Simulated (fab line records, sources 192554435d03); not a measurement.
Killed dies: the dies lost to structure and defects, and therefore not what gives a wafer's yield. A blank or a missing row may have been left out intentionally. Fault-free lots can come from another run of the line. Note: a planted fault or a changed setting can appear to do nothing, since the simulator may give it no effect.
Struck lot and sound lot, side by side ; flow n5-finfet ; 18 out of 1938 route steps
Sound: wafers L701.1, L701.3, L701.6. Wafers L706.2, L706.4, L706.6 were the ones struck. The cause comes at the end.
At each step with rows: each side's tool, then ch and its chambers, then its first start. Under that, the readings that differ: sound wafers ; struck wafers ; difference of the means ; sigmas: that difference in standard deviations of wafers without a fault.
alike: a reading whose means differ by less than 2 such deviations, as well as words and numbers matching on both sides. not compared: withheld readings; readings where some wafer has no value; bounds like >300 that might hide an equal value; numbers whose values overlap and for which the record gives no deviation.
The two part at a step that has a row with sigmas, a row that says differs or no value, or rows on one side only. Numbers that don't overlap but have no deviation are shown without sigmas and don't part them. Lack of a reading on every wafer of one side parts them only where that side has two or more wafers.

first, 2 steps without rows for these wafers: N5_STI_FIN_REVEAL_STRIP_16 (strips SiNx in H3PO4, target depth 23.8 nm); N5_STI_FIN_REVEAL_PRECLEAN_17 (cleans in NF3:NH3, afs cycles 1, time 20 s, sublimation time 60 s).
N5_STI_FIN_REVEAL_ETCH_34: etches Si in H2, material Si, target depth 0.97 nm.
  sound on rie-si-06 ch 0,2, day 4 18:01; struck on rie-si-05 ch 0,2,3, day 5 23:47
  alike: chamber-pressure-mTorr, drypump-motor-current-A, oes-product-au, throttle-valve-pct
  not compared: rf-hours-counter-h
N5_STI_FIN_REVEAL_OXIDATION_31: chemistry O2 PLASMA REMOTE, time 20 s.
  sound on plasma-asher-01 ch 0,1, day 4 18:04; struck on plasma-asher-01 ch 0,1, day 5 23:52
  alike: chamber-pressure-mTorr, drypump-motor-current-A, heater-power-w
  not compared: rf-hours-counter-h
then, 3 steps without rows for these wafers: N5_STI_FIN_REVEAL_PRECLEAN_32 (cleans in NF3:NH3, afs cycles 1, time 20 s, sublimation time 60 s); N5_STI_FIN_REVEAL_STRIP_35 (strips Si3N4 in H3PO4, target depth 4 nm, time 39 s); N5_STI_FIN_REVEAL_SRD_21 (time 30 s).
N5_STI_FIN_REVEAL_OXIDATION_33: chemistry O2 PLASMA REMOTE, time 20 s.
  sound on plasma-asher-01 ch 0,1, day 4 18:26; struck on plasma-asher-01 ch 0,1, day 6 00:13
  alike: chamber-pressure-mTorr, drypump-motor-current-A, heater-power-w
  not compared: rf-hours-counter-h
then, 2 steps without rows for these wafers: N5_STI_FIN_REVEAL_CLEAN_19 (cleans in O3/DIW, time 120 s); N5_STI_FIN_REVEAL_SRD_23 (time 30 s).
N5_STI_FIN_REVEAL_CD_MEAS_22: target cd 6.238 nm, pitch 28 nm.
  sound: cd-sem-03 at day 4 18:35; struck: cd-sem-03 at day 6 00:23
  alike: cd-nm
N5_STI_FIN_REVEAL_FIN_H_MEAS_10:
  sound: ocd-02 at day 4 18:37; struck: ocd-02 at day 6 00:25
  alike: trench-depth-nm
N5_STI_FIN_REVEAL_PRECLEAN_18: cleans in SC2, time 45 s.
  sound on wet-bench-03 ch 0,1,4, day 4 18:39; struck on wet-bench-02 ch 1,3,6, day 6 00:26
then, 1 step without rows for these wafers: N5_STI_FIN_REVEAL_SRD_28 (time 30 s).
N5_STI_FIN_REVEAL_INSPECT_13: inspects for defects (darkfield).
  sound: defect-inspect-02 at day 4 18:43; struck: defect-inspect-02 at day 6 00:30
reading;sound;struck;difference;sigmas
raw-defect-count;9 17 5;696 672 676;+671;+99 or more
then, 1 step without rows for these wafers: N5_DUMMY_GATE_PRECLEAN_00 (cleans in O3/DIW, time 60 s).
-- record jumps: 6 days separate the struck wafers' starts on either side; left off in module DUMMY_GATE, taken up again in module BEOL_M4, whose first shown step is the route's number 1111 --
N5_BEOL_M4_RC_MEAS_101:
  sound on prober-02 ch 0, day 9 23:55; struck on prober-02 ch 0, day 11 18:56
reading;sound;struck;difference;sigmas
IOFF_P (nA/um);0.22 0.16 0.16;0.24 0.30 0.25;+0.08;+3
ION_P (uA/um);454 455 450;470 478 471;+20;+3
VT_P (mV);-252 -255 -259;-247 -245 -246;+9;+3
  alike: DIBL_N, DIBL_P, IOFF_N, ION_N, SS_N, SS_P, VT_N
-- record jumps: 4 days separate the struck wafers' starts on either side; left off in module BEOL_M4, taken up again in module PASSIVATION, whose first shown step is the route's number 1936 --
N5_PASSIVATION_PROBE_49:
  rows exist in the record for the struck wafers here (prober-02, day 15 19:48), but not for the sound ones

== WHERE THEY PART ==
Last at N5_PASSIVATION_PROBE_49 as far as this record goes, first at N5_STI_FIN_REVEAL_INSPECT_13.

WHY: what had been put in by the simulator
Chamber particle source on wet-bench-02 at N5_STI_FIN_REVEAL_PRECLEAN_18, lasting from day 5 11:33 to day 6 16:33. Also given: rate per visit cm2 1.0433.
